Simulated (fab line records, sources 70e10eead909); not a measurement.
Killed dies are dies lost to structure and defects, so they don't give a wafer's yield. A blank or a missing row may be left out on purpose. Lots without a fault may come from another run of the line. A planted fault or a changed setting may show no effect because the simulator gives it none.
Which tool did it? | flow nand_harc | 15 lots, 42 wafers sampled, at 5 steps of a route of 1302

WHAT THE GAUGES READ, wafer by wafer
NHARC_A_CONTACT_CD_MEAS_15. Usual: cd_nm 190.0 nm, standard deviation 0.59.
lot  | measured     | on        | cd_nm (nm)        | flag
L655 | day 22 18:56 | cd_sem-01 | 190.9 189.5 189.8 |
L654 | day 22 23:22 | cd_sem-02 | 190.5 190.3 190.1 |
L657 | day 23 08:55 | cd_sem-02 | 188.9 188.7 189.0 |
L658 | day 24 15:47 | cd_sem-02 | 189.9 189.9 189.4 |
L660 | day 25 06:44 | cd_sem-03 | 190.4 190.2 191.0 |
L661 | day 25 22:07 | cd_sem-03 | 191.1 190.5 190.7 |
L662 | day 26 06:26 | cd_sem-03 | 189.3 188.9 189.2 |
L666 | day 26 14:05 | cd_sem-03 | 189.2 189.8 189.7 |
L665 | day 26 17:30 | cd_sem-03 | 190.0 190.1 190.3 |
L663 | day 26 19:51 | cd_sem-01 | 189.9 189.5 189.3 |
L667 | day 27 21:59 | cd_sem-02 | 190.0 190.1 190.4 |
L669 | day 27 22:29 | cd_sem-03 | 191.2 190.3 190.4 |
L670 | day 29 05:25 | cd_sem-01 | 190.3 190.2       |
L671 | day 30 02:32 | cd_sem-02 | 190.0 190.9       |
L673 | day 30 06:35 | cd_sem-01 | 188.6 188.8       |

NHARC_END_SORT_01. Usual: killed_at_array 56, standard deviation 19; killed_at_other 1.0, standard deviation 1.5; killed_at_periphery 3.4, standard deviation 2.4; killed_dies 60, standard deviation 19; killed_open 3.3, standard deviation 1.8; killed_short 2.4, standard deviation 1.7.
lot  | measured     | on        | killed_at_array | killed_at_other | killed_at_periphery | killed_dies | killed_open | killed_short | flag
L657 | day 25 06:26 | prober-01 | 33 35 42        | 1 2 2           | 3 4 5               | 37 41 49    | 1 4 6       | 4 0 2        |
L661 | day 27 20:59 | prober-02 | 88 94 89        | 0 0 0           | 7 3 8               | 95 97 97    | 2 1 4       | 2 3 5        |
L665 | day 28 19:29 | prober-02 | 71 70 80        | 0 0 0           | 2 0 0               | 73 70 80    | 4 1 5       | 1 2 2        |
L663 | day 28 21:05 | prober-01 | 36 58 38        | 1 3 0           | 3 4 8               | 40 65 46    | 3 4 6       | 3 4 1        |
L670 | day 31 05:29 | prober-01 | 43              | 4               | 5                   | 52          | 1           | 5            |
L671 | day 32 05:32 | prober-02 | 51              | 2               | 1                   | 54          | 1           | 1            |

WHICH TOOL RAN EACH LOT (tool, then ch and the chambers of the sampled wafers, then the start)
lot  | NHARC_A_CONTACT_ETCH_137             | NHARC_A_CONTACT_ALD_18              | NHARC_A_CONTACT_CVD_19
L655 | har_cap_etch-02 ch 0,1, day 22 17:36 | ald_metal-01 ch 1,2, day 22 19:53   | cvd_w-01 ch 0,1, no start
L654 | har_cap_etch-03 ch 0,1, day 22 22:03 | ald_metal-02 ch 0,1, day 23 00:47   | cvd_w-01 ch 0,1, no start
L657 | har_cap_etch-01 ch 0,1, day 23 07:36 | ald_metal-01 ch 0,1,3, day 23 09:55 | cvd_w-02 ch 0,1, day 25 06:26 or earlier
L658 | har_cap_etch-03 ch 0,1, day 24 14:28 | ald_metal-02 ch 1,3, day 24 16:44   | cvd_w-02 ch 0,1, no start
L660 | har_cap_etch-01 ch 0,1, day 25 05:22 | ald_metal-02 ch 1,2,3, day 25 08:28 | cvd_w-02 ch 0,1, no start
L661 | har_cap_etch-03 ch 0,1, day 25 20:50 | ald_metal-04 ch 0,2,3, day 25 23:19 | cvd_w-02 ch 0,1, day 27 20:59 or earlier
L662 | har_cap_etch-03 ch 0,1, day 26 05:10 | ald_metal-01 ch 0,1, day 26 07:27   | cvd_w-02 ch 0,1, no start
L666 | har_cap_etch-02 ch 0,1, day 26 12:46 | ald_metal-01 ch 0,1, day 26 15:02   | cvd_w-02 ch 0,1, no start
L665 | har_cap_etch-03 ch 0,1, day 26 16:11 | ald_metal-01 ch 0,2, day 26 18:26   | cvd_w-02 ch 0,1, day 28 19:29 or earlier
L663 | har_cap_etch-02 ch 0,1, day 26 18:34 | ald_metal-02 ch 1,2,3, day 26 20:48 | cvd_w-01 ch 0,1, day 28 21:05 or earlier
L667 | har_cap_etch-02 ch 0,1, day 27 20:40 | ald_metal-02 ch 0,2,3, day 27 22:56 | cvd_w-02 ch 0,1, no start
L669 | har_cap_etch-01 ch 0,1, day 27 21:15 | ald_metal-04 ch 0,1,3, day 27 23:26 | cvd_w-01 ch 0,1, no start
L670 | har_cap_etch-03 ch 0,1, day 29 04:14 | ald_metal-02 ch 0,3, day 29 06:23   | cvd_w-02 ch 0, day 31 05:29 or earlier
L671 | har_cap_etch-01 ch 0,1, day 30 01:22 | ald_metal-02 ch 0,1, day 30 03:28   | cvd_w-01 ch 1, day 32 05:32 or earlier
L673 | har_cap_etch-03 ch 0,1, day 30 05:23 | ald_metal-02 ch 0,2, day 30 10:28   | cvd_w-02 ch 0,1, no start
- NHARC_A_CONTACT_ETCH_137: etches the open film in C4F8/O2/Ar, time 311 s, target depth 1912 nm.
- NHARC_A_CONTACT_ALD_18: deposits TiN, target thk 3 nm, pulse time 1 s, ald cycles 150.
- NHARC_A_CONTACT_CVD_19: deposits W, target thk 300 nm, time 802 s.

WHAT THE TOOLS THEMSELVES READ (means of the sampled wafers that have a number; where no wafer has one, the mark that the record gives instead)
NHARC_A_CONTACT_ETCH_137. Usual: chamber_pressure_mTorr 20.001 mTorr, standard deviation 0.017.
lot  | tool            | chamber_pressure_mTorr (mTorr) | flag
L655 | har_cap_etch-02 | 19.999                         |
L654 | har_cap_etch-03 | 19.985                         |
L657 | har_cap_etch-01 | 20.016                         |
L658 | har_cap_etch-03 | 20.003                         |
L660 | har_cap_etch-01 | 19.994                         |
L661 | har_cap_etch-03 | 20.008                         |
L662 | har_cap_etch-03 | 19.995                         |
L666 | har_cap_etch-02 | 19.978                         |
L665 | har_cap_etch-03 | 19.991                         |
L663 | har_cap_etch-02 | 20.029                         |
L667 | har_cap_etch-02 | 19.997                         |
L669 | har_cap_etch-01 | 20.002                         |
L670 | har_cap_etch-03 | 19.997                         |
L671 | har_cap_etch-01 | 20.006                         |
L673 | har_cap_etch-03 | 19.995                         |

NHARC_A_CONTACT_ALD_18. Usual: heater_power_w 1057 W, standard deviation 97; precursor_pulse_height_rel 0.998, standard deviation 0.017.
lot  | tool         | heater_power_w (W) | precursor_pulse_height_rel | flag
L655 | ald_metal-01 | 1088               | 1.004                      |
L654 | ald_metal-02 | 1063               | 0.997                      |
L657 | ald_metal-01 | 1033               | 0.997                      |
L658 | ald_metal-02 | 1017               | 1.007                      |
L660 | ald_metal-02 | 1017               | 0.990                      |
L661 | ald_metal-04 | 1070               | 1.001                      |
L662 | ald_metal-01 | 1127               | 0.985                      |
L666 | ald_metal-01 | 1128               | 0.985                      |
L665 | ald_metal-01 | 1172               | 0.997                      |
L663 | ald_metal-02 | 1034               | 1.025                      |
L667 | ald_metal-02 | 1055               | 0.986                      |
L669 | ald_metal-04 | 997                | 0.984                      |
L670 | ald_metal-02 | 1083               | 1.006                      |
L671 | ald_metal-02 | 1094               | 0.993                      |
L673 | ald_metal-02 | 1065               | 0.986                      |

NHARC_A_CONTACT_CVD_19. Usual: heater_power_w 455 W, standard deviation 25; throttle_valve_pct 8.05 %, standard deviation 0.29.
lot  | tool     | heater_power_w (W) | throttle_valve_pct (%) | flag
L655 | cvd_w-01 | 473                | 8.28                   |
L654 | cvd_w-01 | 479                | 8.26                   |
L657 | cvd_w-02 | 456                | 8.29                   |
L658 | cvd_w-02 | 457                | 8.27                   |
L660 | cvd_w-02 | 461                | 8.31                   |
L661 | cvd_w-02 | 447                | 8.21                   |
L662 | cvd_w-02 | 457                | 8.22                   |
L666 | cvd_w-02 | 463                | 8.24                   |
L665 | cvd_w-02 | 455                | 8.30                   |
L663 | cvd_w-01 | 462                | 7.91                   |
L667 | cvd_w-02 | 431                | 7.67                   |
L669 | cvd_w-01 | 465                | 8.01                   |
L670 | cvd_w-02 | 410                | 7.73                   |
L671 | cvd_w-01 | 464                | 7.61                   |
L673 | cvd_w-02 | 448                | 7.96                   |

THE ANSWER, worked out from the rows above alone
Rule: a lot is off if the mean of its wafers that have a number lies more than 3 standard deviations from the usual mean. A lot without any number at a reading at which 4 lots or more have one is off too. The other lots that the step has rows for count as sound. The gauges are gone through in route order, then the tools' own readings, and for those a lot's mean is taken as printed above. The first step at which some lot is off is used, and at that step the reading that is off furthest; a lot without a number counts as furthest.
No lot is off at any reading shown: from this, nothing can be told.

WHAT THE SIMULATOR HAD PUT IN
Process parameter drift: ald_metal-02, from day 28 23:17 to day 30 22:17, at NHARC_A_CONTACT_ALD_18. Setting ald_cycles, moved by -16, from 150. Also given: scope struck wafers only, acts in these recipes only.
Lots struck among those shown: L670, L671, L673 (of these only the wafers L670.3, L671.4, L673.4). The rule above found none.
